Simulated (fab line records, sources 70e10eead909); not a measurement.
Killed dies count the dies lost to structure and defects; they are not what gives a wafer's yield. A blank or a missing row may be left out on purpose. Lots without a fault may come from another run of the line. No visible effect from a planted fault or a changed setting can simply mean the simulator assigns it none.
Which of the tools did it?    flow nand harc    18 wafers from 6 lots sampled at 5 of the route's 1302 steps

## WHAT EACH GAUGE READ, for each wafer
NHARC_END_SORT_01.
lot   measured      on         killed at array
L423  day 26 10:19  prober-02  53 43 40
L435  day 30 13:50  prober-01  46 31 36

## TOOL THAT RAN EACH LOT (tool first, then ch and the chambers of the sampled wafers, then the start)
lot   NHARC_A_SLIT_STRIP_18                          NHARC_A_WL_FILL_ETCHBACK_26       NHARC_A_WL_FILL_CVD_20                    NHARC_A_WL_FILL_CMP_12
L425  rie diel-05 ch 0,3, day 21 21:26 or earlier    rie si-03 ch 2,3, day 21 21:26    cvd w-01 ch 0,1, day 21 22:07 or earlier  cmp-04 ch 1,2,3, day 21 22:07
L423  rie diel-03 ch 1,2,3, day 22 21:05 or earlier  rie si-03 ch 0,1,3, day 22 21:05  cvd w-01 ch 0,1, day 22 21:43 or earlier  cmp-04 ch 0,2,3, day 22 21:43
L431  rie diel-03 ch 1,2,3, day 25 12:37 or earlier  rie si-05 ch 0,2,3, day 25 12:37  cvd w-02 ch 0,1, day 25 13:14 or earlier  cmp-01 ch 1,2,3, day 25 13:14
L435  rie diel-05 ch 0,2,3, day 27 09:30 or earlier  rie si-03 ch 0,1,3, day 27 09:30  cvd w-01 ch 0,1, day 27 10:08 or earlier  cmp-04 ch 0,1, day 27 10:08
L438  rie diel-05 ch 0,2,3, day 28 09:31 or earlier  rie si-03 ch 0,1,2, day 28 09:31  cvd w-02 ch 0,1, day 28 10:10 or earlier  cmp-01 ch 1,2,3, day 28 10:10
L444  rie diel-03 ch 0,2, day 30 16:47 or earlier    rie si-03 ch 0,1,2, day 30 16:47  cvd w-02 ch 0,1, day 30 17:24 or earlier  cmp-01 ch 1,2,3, day 30 17:24
- NHARC_A_SLIT_STRIP_18: strips in O2.
- NHARC_A_WL_FILL_ETCHBACK_26: etches the open film in HBr, target depth 52 nm, time 13.3 s.
- NHARC_A_WL_FILL_CVD_20: deposits W, target thk 100 nm, time 74 s.
- NHARC_A_WL_FILL_CMP_12: polishes, t overpolish 30 s, target thk 100 nm.

## THE ANSWER, worked out from the rows above alone
Rule: what is usual is taken from the lots themselves. Put in order of their means at a reading, lots are off if they are a third of the lots or fewer, leave a main group of 4 or more, and stand apart from it by a gap of 3 or more times the standard deviation of the main group's means; of several such gaps the widest counts. Not used: any main group whose means are identical at the precision the tables above print for the reading. A lot without any number at a reading at which 4 lots or more have one is off too. Where the step has rows for the other lots, those lots are counted as sound.
No lot is off at any reading shown: from this, nothing can be told.

## WHAT THE SIMULATOR HAD PUT IN
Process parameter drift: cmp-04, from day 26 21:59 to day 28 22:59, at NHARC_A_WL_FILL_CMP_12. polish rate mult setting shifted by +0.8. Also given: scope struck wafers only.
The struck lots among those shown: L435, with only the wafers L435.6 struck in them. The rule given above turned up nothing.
